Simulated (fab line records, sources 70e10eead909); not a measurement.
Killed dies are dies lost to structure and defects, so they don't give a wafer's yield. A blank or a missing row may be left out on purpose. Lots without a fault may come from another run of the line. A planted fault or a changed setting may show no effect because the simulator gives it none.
Which tool did it? | flow nand_harc | 12 lots, 36 wafers sampled, at 3 steps of a route of 1159

WHAT THE GAUGES READ, wafer by wafer
NHARC_A_SLIT_OVL_MEAS_10.
lot  | measured     | on         | overlay_x_nm (nm)
L076 | day 14 15:20 | overlay-02 | 0.1 0.4 0.4
L078 | day 15 03:08 | overlay-01 | 0.3 0.1 0.9
L079 | day 15 13:15 | overlay-01 | -1.5 -1.1 -0.9
L080 | day 16 07:12 | overlay-01 | -0.3 -0.7 -0.1
L083 | day 16 16:41 | overlay-02 | 0.9 0.7 1.3
L087 | day 17 13:16 | overlay-02 | 1.3 0.8 1.3
L089 | day 17 22:17 | overlay-01 | 0.3 -0.4 0.4
L088 | day 17 22:08 | overlay-01 | -0.3 0.1 -0.3
L093 | day 18 23:29 | overlay-01 | -0.5 -0.5 0.0
L094 | day 18 21:44 | overlay-01 | 0.2 0.7 0.2
L096 | day 20 02:28 | overlay-01 | 1.1 0.8 0.8
L095 | day 20 02:42 | overlay-02 | -0.4 0.6 0.9

WHICH TOOL RAN EACH LOT (tool, then ch and the chambers of the sampled wafers, then the start)
lot  | NHARC_A_STAIRCASE_DESCUM_252       | NHARC_A_SGD_CUT_ETCH_16
L076 | rie_diel-04 ch 0,2, day 11 18:08   | rie_diel-13 ch 1,2,3, day 14 15:20 or earlier
L078 | rie_diel-11 ch 0,3, day 12 05:30   | rie_diel-13 ch 1,2, day 15 03:08 or earlier
L079 | rie_diel-12 ch 0,2,3, day 12 16:04 | rie_diel-13 ch 0,1,2, day 15 13:15 or earlier
L080 | rie_diel-04 ch 1,2,3, day 12 21:50 | rie_diel-05 ch 0,1, day 16 07:12 or earlier
L083 | rie_diel-04 ch 0,2,3, day 13 18:47 | rie_diel-08 ch 0,1,3, day 16 16:41 or earlier
L087 | rie_diel-04 ch 0,1,3, day 14 15:31 | rie_diel-05 ch 0,1,2, day 17 13:16 or earlier
L089 | rie_diel-04 ch 0,2,3, day 14 23:49 | rie_diel-13 ch 0,3, day 17 22:17 or earlier
L088 | rie_diel-12 ch 0,2,3, day 15 04:41 | rie_diel-13 ch 0,2,3, day 17 22:08 or earlier
L093 | rie_diel-04 ch 1,3, day 15 21:46   | rie_diel-08 ch 0,1,2, day 18 23:29 or earlier
L094 | rie_diel-04 ch 0,1, day 15 23:40   | rie_diel-05 ch 0,3, day 18 21:44 or earlier
L096 | rie_diel-11 ch 0,1,3, day 16 21:35 | rie_diel-08 ch 1,2,3, day 20 02:28 or earlier
L095 | rie_diel-11 ch 0,1,3, day 17 07:37 | rie_diel-05 ch 0,1,2, day 20 02:42 or earlier
- NHARC_A_STAIRCASE_DESCUM_252: chemistry O2, time 3 s.
- NHARC_A_SGD_CUT_ETCH_16: etches the open film in C4F8/O2/Ar, target depth 310.5 nm, time 155.2 s.

THE ANSWER, worked out from the rows above alone
Rule: what is usual is taken from the lots themselves. Put in order of their means at a reading, lots are off if they are a third of the lots or fewer, leave a main group of 4 or more, and stand apart from it by a gap of 3 or more times the standard deviation of the main group's means; of several such gaps the widest counts. A main group whose means are all the same, to the digits that the tables above print for the reading, isn't used. A lot without any number at a reading at which 4 lots or more have one is off too. The other lots that the step has rows for count as sound.
No lot is off at any reading shown: from this, nothing can be told.

WHAT THE SIMULATOR HAD PUT IN
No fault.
